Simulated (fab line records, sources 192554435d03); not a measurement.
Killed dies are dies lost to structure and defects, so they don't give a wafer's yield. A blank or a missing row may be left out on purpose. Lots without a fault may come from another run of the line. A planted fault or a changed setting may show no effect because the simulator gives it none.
Chamber matching | flow n5_finfet | N5_BEOL_M5_PECVD_70 on pecvd-02: 3 sister chambers
The step deposits SiO2 from TEOS/O2, target thk 16 nm, time 18 s. 14 wafers are shown with their chamber, then 7 later ones without.

WAFERS WITH THEIR CHAMBER
wafer  | chamber | throttle_valve_pct (%) | showerhead_plenum_p_Torr (Torr) | heater_power_w (W)
L074.1 | 2       | 20.9                   | 8.70                            | 711
L074.3 | 1       | 25.5                   | 8.89                            | 616
L074.6 | 1       | 25.3                   | 8.90                            | 610
L075.1 | 0       | 20.9                   | 8.80                            | 578
L075.4 | 0       | 21.1                   | 8.80                            | 603
L075.5 | 2       | 20.9                   | 8.73                            | 734
L077.2 | 0       | 21.0                   | 8.80                            | 697
L077.3 | 1       | 25.5                   | 8.93                            | 602
L077.6 | 2       | 21.3                   | 8.71                            | 640
L088.4 | 0       | 20.9                   | 8.79                            | 675
L088.5 | 1       | 25.8                   | 8.93                            | 579
L088.6 | 2       | 21.1                   | 8.70                            | 669
L093.2 | 0       | 21.2                   | 8.80                            | 688
L093.4 | 2       | 21.2                   | 8.72                            | 714

SIGNATURES (means of the wafers above)
reading                  | chamber 0 | chamber 1 | chamber 2 | scatter within a chamber
throttle_valve_pct       | 21.020    | 25.525    | 21.080    | 0.171
showerhead_plenum_p_Torr | 8.7980    | 8.9125    | 8.7120    | 0.0136
heater_power_w           | 648.20    | 601.75    | 693.60    | 40.8
Rule: a wafer's distance from a chamber is the root of the sum, over the readings, of the square of ((its reading less the chamber's mean) divided by the reading's scatter). The wafer belongs to the nearest chamber; if the next one is less than 2 further off, it can't be placed. The scatter: the root of (the sum of the squares of (reading less its chamber's mean) over the shown wafers, divided by (wafers less chambers)).

WAFERS WITHOUT THEIR CHAMBER
wafer  | throttle_valve_pct (%) | showerhead_plenum_p_Torr (Torr) | heater_power_w (W)
L093.5 | 21.0                   | 8.81                            | 684
L096.2 | 25.2                   | 8.90                            | 526
L096.4 | 20.9                   | 8.77                            | 581
L096.5 | 25.2                   | 8.92                            | 529
L097.3 | 25.5                   | 8.91                            | 524
L097.4 | 25.5                   | 8.94                            | 524
L097.5 | 21.2                   | 8.69                            | 651

WHICH CHAMBER EACH WENT THROUGH
wafer  | from the rows above | in truth
L093.5 | 0                   | 0
L096.2 | 1                   | 1
L096.4 | 0                   | 0
L096.5 | 1                   | 1
L097.3 | 1                   | 1
L097.4 | 1                   | 1
L097.5 | 2                   | 2
Placed correctly: 7 of 7. Can't be placed from these rows: 0. Placed wrongly: 0.
